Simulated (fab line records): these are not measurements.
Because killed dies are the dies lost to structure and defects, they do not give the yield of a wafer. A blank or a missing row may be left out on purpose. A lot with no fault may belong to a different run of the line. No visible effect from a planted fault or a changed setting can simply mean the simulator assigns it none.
What tool caused it? :: flow n5_finfet :: route of 1938 steps, sampled at 1 step: 11 lots, 32 wafers

## WHAT THE GAUGES SHOWED, per wafer
N5_BEOL_M11_INSPECT_13: inspects for defects (brightfield).
lot: L237
measured: day 9 20:46
on: defect_inspect-02
raw_defect_count: 560 587 558

lot: L241
measured: day 10 23:45
on: defect_inspect-01
raw_defect_count: 364 386 351

lot: L243
measured: day 11 22:56
on: defect_inspect-01
raw_defect_count: 209 342 365

lot: L247
measured: day 12 13:50
on: defect_inspect-01
raw_defect_count: 316 395 262

lot: L248
measured: day 12 23:09
on: defect_inspect-01
raw_defect_count: 339 313 318

lot: L249
measured: day 13 02:32
on: defect_inspect-02
raw_defect_count: 415 331 329

lot: L251
measured: day 13 21:23
on: defect_inspect-02
raw_defect_count: 561 365

lot: L254
measured: day 14 11:05
on: defect_inspect-02
raw_defect_count: 610 441 440

lot: L256
measured: day 14 13:25
on: defect_inspect-01
raw_defect_count: 280 398 305

lot: L257
measured: day 15 07:29
on: defect_inspect-01
raw_defect_count: 455 358 418

lot: L260
measured: day 16 00:23
on: defect_inspect-02
raw_defect_count: 443 395 416

## EACH LOT AND THE TOOL THAT RAN IT (in order: tool; ch and the chambers of the sampled wafers; start)
Record: no process step prior to these readings.

## THE ANSWER, worked out from the rows above alone
Rule: the usual values come from the lots themselves. Put in order of their means at a reading, lots are off if they are a third of the lots or fewer, leave a main group of 4 or more, and stand apart from it by a gap of 3 or more times the standard deviation of the main group's means; of several such gaps the widest counts. If all means in a main group match to the digits the tables above print for the reading, that group is not used. A lot without any number at a reading at which 4 lots or more have one is off too. All remaining lots with rows at the step are treated as sound.
None of the lots is off at any reading shown; this tells nothing.

## WHAT THE SIMULATOR PUT IN
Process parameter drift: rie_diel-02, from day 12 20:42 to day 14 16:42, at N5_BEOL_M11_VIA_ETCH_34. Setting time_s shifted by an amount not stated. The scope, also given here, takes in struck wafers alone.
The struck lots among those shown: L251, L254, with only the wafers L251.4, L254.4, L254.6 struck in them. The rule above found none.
